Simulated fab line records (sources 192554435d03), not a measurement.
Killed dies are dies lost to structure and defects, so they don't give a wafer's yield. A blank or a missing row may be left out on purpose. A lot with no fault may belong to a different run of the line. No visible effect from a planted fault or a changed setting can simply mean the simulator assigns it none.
Code-filled problem report in 8D (eight disciplines) form + flow n5_finfet + the parts of the form that need people (team, actions taken, sign-off) are left out

## 1. WHAT IS WRONG
heater_power_total_W at N5_BEOL_M11_COAT_63 reads a mean of 834.9 W on 6 wafers of 2 lots; wafers without a fault read 500.4 W with a standard deviation of 2. So: +99 or more standard deviations from the usual mean.
The step: time 60 s, resist thk 100 nm.
Seen first at day 13 18:47 on litho_track-04, wafer L587.1. Wafers with a number at this step in the record: 33, from 11 lots. Rule for "out", or "out of limits": more than 4 standard deviations from the usual mean. Any other wafer with a number is counted as sound.

## 2. WHAT THIS IS AND IS NOT
| question                    | is                                 | is not                                                                                       |
|-----------------------------|------------------------------------|----------------------------------------------------------------------------------------------|
| which readings at this step | heater_power_total_W, plate_temp_C | -                                                                                            |
| which lots                  | L587, L589                         | L575, L576, L578, L582, L588, L590, L592, L593, L596                                         |
| which wafers of those lots  | all that have a number             | -                                                                                            |
| read on which tools         | litho_track-04                     | litho_track-02, litho_track-05                                                               |
| when                        | from day 13 18:47                  | up to then (12 sound wafers); but 15 sound wafers of L588, L590, L592, L593, L596 came after |

## 3. THE SUSPECTS, EACH WITH WHAT RULES IT OUT
Counting: any tool at a process step up to the reading is kept as a suspect provided that every lot that is out went through it and no sound lot did after the first of them.
- litho_track-04 at N5_BEOL_M11_COAT_63 (time 60 s, resist thk 100 nm): kept. All lots that are out passed through it, beginning with L587 at day 13 18:47, and no sound lot followed; its final sound lot before that point was L582 at day 12 05:05. Its own heater_power_total_W, plate_temp_C readings are out on those wafers.
Left after counting: litho_track-04 at N5_BEOL_M11_COAT_63.

## 4. THE CAUSE (what the simulator had put in)
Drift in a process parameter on litho_track-04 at N5_BEOL_M11_COAT_63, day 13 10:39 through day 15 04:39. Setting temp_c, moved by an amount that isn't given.
This tool alone remained once counting was done.

## 5. SEQUENCE OF EFFECTS, ordered by route
Each row: a reading whose mean over the struck wafers that have a number lies more than 3 standard deviations from the usual. Scope: only readings with a usual standard deviation given in the record; hours: median across lots of the time from each lot's start at the first step in this table that gives one to its start at this step; sigmas: change in usual standard deviations.
| hours | step                | reading              | usual    | on struck wafers | change | sigmas      |
|-------|---------------------|----------------------|----------|------------------|--------|-------------|
| 0     | N5_BEOL_M11_COAT_63 | heater_power_total_W | 500.4 W  | 834.9            | +334.5 | +99 or more |
| 0     | N5_BEOL_M11_COAT_63 | plate_temp_C         | 250.02 C | 266.56           | +16.54 | +92         |
Its process steps:
- N5_BEOL_M11_COAT_63: time 60 s, resist thk 100 nm.
Later measuring or inspecting steps at which every struck wafer that the step has a row for has a number for every such reading, and none has moved that far: N5_BEOL_M11_OVL_MEAS_29.

## 6. WHAT WOULD HAVE CAUGHT IT SOONER
The fault began at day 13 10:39; the first out-of-limits reading in this record came at day 13 18:47, 8 hours later.
